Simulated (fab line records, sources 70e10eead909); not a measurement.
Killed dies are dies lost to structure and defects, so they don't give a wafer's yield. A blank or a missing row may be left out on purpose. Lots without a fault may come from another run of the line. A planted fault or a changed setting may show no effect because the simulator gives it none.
Tool commonality check | flow nand_harc | 12 lots, 42 wafers sampled

WHY IT WAS OPENED
At NHARC_A_CHANNEL_HOLE_D2_INSPECT_40 the reading raw_defect_count is flagged on 2 of 12 lots. Wafers without a fault read 284, standard deviation 79.
Rule: a lot is flagged when every wafer of it that has a number lies more than 4 standard deviations from that mean, or none has a number. The other lots count as sound.

lot  | measured     | on                | raw_defect_count, wafer by wafer | flag
L962 | day 13 15:40 | defect_inspect-01 | 306 264 271                      |
L963 | day 13 16:10 | defect_inspect-01 | 180 231 168                      |
L967 | day 15 20:44 | defect_inspect-02 | 270 158 215                      |
L968 | day 16 02:53 | defect_inspect-02 | 321 251 375                      |
L970 | day 17 06:53 | defect_inspect-01 | 1212 1133 1198 1181 1140 1187    | FLAGGED
L973 | day 18 06:56 | defect_inspect-01 | 1126 1312 1174 1141 1319 1198    | FLAGGED
L979 | day 20 13:52 | defect_inspect-02 | 340 340 379                      |
L981 | day 21 03:35 | defect_inspect-02 | 426 284 515                      |
L980 | day 21 04:23 | defect_inspect-02 | 490 260 200                      |
L982 | day 22 11:35 | defect_inspect-02 | 270 269 234                      |
L985 | day 22 19:13 | defect_inspect-01 | 358 406 280                      |
L984 | day 22 20:46 | defect_inspect-02 | 283 283 327                      |
The numbers of the flagged lots are 1193 on average: +909 against the usual, or +12 standard deviations.

WHICH TOOL RAN EACH LOT
The record holds 3 process steps before the reading, out of a route of 1302 steps. In each cell: the tool, then ch and the chambers that the sampled wafers went through, then the start.
lot  | flag    | NHARC_A_CHANNEL_HOLE_D2_ETCH_19  | NHARC_A_CHANNEL_HOLE_D2_ETCH_23  | NHARC_A_CHANNEL_HOLE_D2_ETCH_26
L962 |         | har_etch-02 ch 0,1, day 13 09:54 | har_etch-02 ch 0,1, day 13 11:32 | har_etch-02 ch 0,1, day 13 13:43
L963 |         | har_etch-01 ch 0,1, day 13 10:29 | har_etch-01 ch 0,1, day 13 12:07 | har_etch-01 ch 0,1, day 13 14:17
L967 |         | har_etch-01 ch 0,1, day 15 15:02 | har_etch-01 ch 0,1, day 15 16:35 | har_etch-01 ch 0,1, day 15 18:50
L968 |         | har_etch-02 ch 0,1, day 15 21:11 | har_etch-02 ch 0,1, day 15 22:37 | har_etch-02 ch 0,1, day 16 00:58
L970 | FLAGGED | har_etch-01 ch 0,1, day 17 01:12 | har_etch-01 ch 0,1, day 17 02:44 | har_etch-01 ch 0,1, day 17 04:59
L973 | FLAGGED | har_etch-01 ch 0,1, day 18 01:14 | har_etch-01 ch 0,1, day 18 02:40 | har_etch-01 ch 0,1, day 18 04:59
L979 |         | har_etch-01 ch 0,1, day 20 08:09 | har_etch-01 ch 0,1, day 20 09:41 | har_etch-01 ch 0,1, day 20 11:58
L981 |         | har_etch-01 ch 0,1, day 20 21:52 | har_etch-01 ch 0,1, day 20 23:18 | har_etch-01 ch 0,1, day 21 01:39
L980 |         | har_etch-02 ch 0,1, day 20 22:40 | har_etch-02 ch 0,1, day 21 00:06 | har_etch-02 ch 0,1, day 21 02:27
L982 |         | har_etch-01 ch 0,1, day 22 05:53 | har_etch-01 ch 0,1, day 22 07:19 | har_etch-01 ch 0,1, day 22 09:38
L985 |         | har_etch-02 ch 0,1, day 22 13:33 | har_etch-02 ch 0,1, day 22 15:11 | har_etch-02 ch 0,1, day 22 17:22
L984 |         | har_etch-01 ch 0,1, day 22 14:11 | har_etch-01 ch 0,1, day 22 16:29 | har_etch-01 ch 0,1, day 22 18:49
What these steps do:
- NHARC_A_CHANNEL_HOLE_D2_ETCH_19: etches the open film in C4F8/O2/Ar, time 34.5 s.
- NHARC_A_CHANNEL_HOLE_D2_ETCH_23: etches the open film in C4F8/O2/Ar, time 819 s, target depth 1600 nm.
- NHARC_A_CHANNEL_HOLE_D2_ETCH_26: etches the open film in C4F8/O2/Ar, time 224.1 s, target depth 300 nm.
- NHARC_A_CHANNEL_HOLE_D2_INSPECT_40

FLAGGED OVER TOTAL, TOOL BY TOOL (the gauges that took the reading come last)
step                               | tool              | lots run | flagged | share of the flagged lots | sound lots run after its first flagged lot
NHARC_A_CHANNEL_HOLE_D2_ETCH_19    | har_etch-01       | 8        | 2       | all                       | 4 (L979,L981,L982,L984)
NHARC_A_CHANNEL_HOLE_D2_ETCH_19    | har_etch-02       | 4        | 0       | none                      | -
NHARC_A_CHANNEL_HOLE_D2_ETCH_23    | har_etch-01       | 8        | 2       | all                       | 4 (L979,L981,L982,L984)
NHARC_A_CHANNEL_HOLE_D2_ETCH_23    | har_etch-02       | 4        | 0       | none                      | -
NHARC_A_CHANNEL_HOLE_D2_ETCH_26    | har_etch-01       | 8        | 2       | all                       | 4 (L979,L981,L982,L984)
NHARC_A_CHANNEL_HOLE_D2_ETCH_26    | har_etch-02       | 4        | 0       | none                      | -
NHARC_A_CHANNEL_HOLE_D2_INSPECT_40 | defect_inspect-01 | 5        | 2       | all                       | 1 (L985)
NHARC_A_CHANNEL_HOLE_D2_INSPECT_40 | defect_inspect-02 | 7        | 0       | none                      | -

WHAT THE TABLE ALLOWS
4 rows of the table ran every flagged lot: har_etch-01 at NHARC_A_CHANNEL_HOLE_D2_ETCH_19, har_etch-01 at NHARC_A_CHANNEL_HOLE_D2_ETCH_23, har_etch-01 at NHARC_A_CHANNEL_HOLE_D2_ETCH_26, defect_inspect-01 at NHARC_A_CHANNEL_HOLE_D2_INSPECT_40.
- har_etch-01 at NHARC_A_CHANNEL_HOLE_D2_ETCH_19: 2 of its 8 lots flagged. Sound lots ran on it after the first flagged one (L979, L981, L982, L984), which a lasting fault on the whole tool wouldn't allow.
- har_etch-01 at NHARC_A_CHANNEL_HOLE_D2_ETCH_23: 2 of its 8 lots flagged. Sound lots ran on it after the first flagged one (L979, L981, L982, L984), which a lasting fault on the whole tool wouldn't allow.
- har_etch-01 at NHARC_A_CHANNEL_HOLE_D2_ETCH_26: 2 of its 8 lots flagged. Sound lots ran on it after the first flagged one (L979, L981, L982, L984), which a lasting fault on the whole tool wouldn't allow.
- defect_inspect-01 at NHARC_A_CHANNEL_HOLE_D2_INSPECT_40: 2 of its 5 lots flagged. Sound lots ran on it after the first flagged one (L985), which a lasting fault on the whole tool wouldn't allow.
No row of the table ran every flagged lot and no sound lot after the first.

WHAT THE SIMULATOR HAD PUT IN
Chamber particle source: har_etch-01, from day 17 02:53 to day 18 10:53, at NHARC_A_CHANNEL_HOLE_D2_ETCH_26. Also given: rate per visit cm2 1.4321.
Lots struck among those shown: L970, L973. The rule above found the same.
